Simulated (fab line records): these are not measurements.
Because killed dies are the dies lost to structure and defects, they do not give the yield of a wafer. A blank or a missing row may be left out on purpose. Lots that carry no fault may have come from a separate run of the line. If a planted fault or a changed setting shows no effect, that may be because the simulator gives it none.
Comparing a struck lot with a sound one    flow n5Finfet    17 steps out of a route of 1938
Sound: these wafers, L517.3, L517.4, L517.6. Struck: wafer L533.3. (L533.5 of the same lot was not struck and is left out.) The cause comes at the end.
Order at every step that has rows: each side's tool, ch and its chambers, its first start. Under that, the readings that differ: sound wafers    struck wafers    difference of the means    sigmas: that difference in standard deviations of wafers without a fault.
alike: a reading whose means differ by less than 2 such deviations, as well as words and numbers matching on both sides. not compared: withheld readings; readings where some wafer has no value; bounds like >300 that might hide an equal value; numbers whose values overlap and for which the record gives no deviation.
Wherever a step has rows on one side only, a row that says differs or no value, or a row with sigmas, the two part there. Non-overlapping numbers with no deviation appear without sigmas and do not part them. A reading missing from all wafers of one side parts the sides only when that side holds two or more wafers.

N5_BEOL_M0_SAQP_ETCH_49: etches SiO2 in CF4/O2, target depth 37 nm.
  sound on rieDiel-05 ch 1,2, day 6 12:11; struck on rieDiel-03 ch 3, day 10 13:16
reading               sound              struck  difference  sigmas
O2_flow_sccm (sccm)   9.977 9.982 9.964  10.035  +0.061      +2
throttleValvePct (%)  15.56 15.65 15.59  15.98   +0.38       +2
  alike: chamberPressureMTorr, drypumpMotorCurrentA, oesProductAu, rfFwdPowerW, rfVppV, showerheadPlenumPTorr
  not compared: rfHoursCounterH
N5_BEOL_M0_SAQP_STRIP_75: strips in CF4.
  sound on rieDiel-05 ch 1,2, day 6 12:17; struck on rieDiel-03 ch 3, day 10 13:22
  alike: chamberPressureMTorr, drypumpMotorCurrentA, oesProductAu, rfFwdPowerW, rfVppV, showerheadPlenumPTorr, throttleValvePct
  not compared: rfHoursCounterH
then, 7 steps without rows for these wafers: N5_BEOL_M0_CUTY_COAT_50 (time 60 s, resist thk 15 nm); N5_BEOL_M0_CUTY_COAT_51 (resist thk 150 nm); N5_BEOL_M0_CUTY_EBR_52; N5_BEOL_M0_CUTY_SOFTBAKE_53 (time 60 s); N5_BEOL_M0_CUTY_EXPOSE_54 (exposes mask M0 ABLK); N5_BEOL_M0_CUTY_PEB_55 (peb time 60 s); N5_BEOL_M0_CUTY_DEVELOP_56 (develop time 30 s).
N5_BEOL_M0_CUTY_CD_MEAS_57 targets a cd of 200 nm.
  sound on cdSem-03 ch 0, day 6 12:40; struck on cdSem-02 ch 0, day 10 13:38
  alike: cdNm
N5_BEOL_M0_CUTY_OVL_MEAS_58:
  sound on overlay-02 ch 0, day 6 12:42; struck on overlay-02 ch 0, day 10 13:40
  alike: M0_ABLK_OVL
N5_BEOL_M0_CUTY_INSPECT_59: inspects for defects (macro).
  sound on defectInspect-02, day 6 12:43; struck on defectInspect-02, day 10 13:41
  alike: rawDefectCount
N5_BEOL_M0_CUTY_DESCUM_61: chemistry O2, time 7.9 s.
  sound on rieDiel-01 ch 0,2,3, day 6 13:44; struck on rieDiel-02 ch 2, day 10 13:44
  alike: chamberPressureMTorr, drypumpMotorCurrentA, o2FlowSccm, oesProductAu, rfFwdPowerW, rfVppV, showerheadPlenumPTorr, throttleValvePct
  not compared: rfHoursCounterH, model.CAR-ArF-block_of_BEOL_M0_CUTY_COAT_51.thkNm
N5_BEOL_M0_CUTY_ETCH_62: etches SiARC in CF4, time 58.5 s.
  sound on rieDiel-01 ch 0,2,3, day 6 13:47; struck on rieDiel-02 ch 2, day 10 13:46
  alike: chamberPressureMTorr, drypumpMotorCurrentA, etchRfOnTimeS, oesProductAu, rfFwdPowerW, rfVppV, showerheadPlenumPTorr, throttleValvePct
  not compared: rfHoursCounterH, model.CAR-ArF-block_of_BEOL_M0_CUTY_COAT_51.thkNm
N5_BEOL_M0_CUTY_ETCH_63: etches SOC in N2/H2, target depth 82.7 nm, overetch 16.5 nm, time 124 s.
  sound on rieDiel-01 ch 0,2,3, day 6 13:49; struck on rieDiel-02 ch 2, day 10 13:49
  alike: chamberPressureMTorr, drypumpMotorCurrentA, oesProductAu, rfFwdPowerW, rfVppV, showerheadPlenumPTorr, throttleValvePct
  not compared: rfHoursCounterH
-- record jumps: 2 days separate the struck wafers' starts on either side; left off in module BEOL_M0_CUTY, taken up again in module BEOL_M4, whose first shown step is the route's number 1111 --
N5_BEOL_M4_RC_MEAS_101:
  sound on prober-01 ch 0, day 8 13:27; struck on prober-01 ch 0, day 12 15:58
reading        sound        struck  difference  sigmas
ION_N (uA/um)  677 677 692  653     -29         -2
ION_P (uA/um)  464 463 466  443     -21         -3
  alike: DIBL_N, DIBL_P, IOFF_N, IOFF_P, SS_N, SS_P, VT_N, VT_P
-- record jumps: 4 days separate the struck wafers' starts on either side; left off in module BEOL_M4, taken up again in module PASSIVATION, whose first shown step is the route's number 1936 --
N5_PASSIVATION_PROBE_49:
  sound on prober-01, day 12 10:10; struck on prober-02, day 16 18:57
  alike: defectLimitedYield, killed_at_M0_to_M3, killed_at_M4_up, killedAtContacts, killedAtFrontEnd, killedAtOther, killedDies, killedOpen, killedShort, sort_bin_5_function, sort_bin_6_memory, sortNPass, sortYieldPct

== WHERE THEY PART ==
Earliest at N5_BEOL_M0_SAQP_ETCH_49; latest, in this record, at N5_BEOL_M4_RC_MEAS_101. Later steps at which nothing parts them and some readings are alike: N5_PASSIVATION_PROBE_49.

WHY: what the simulator had put in
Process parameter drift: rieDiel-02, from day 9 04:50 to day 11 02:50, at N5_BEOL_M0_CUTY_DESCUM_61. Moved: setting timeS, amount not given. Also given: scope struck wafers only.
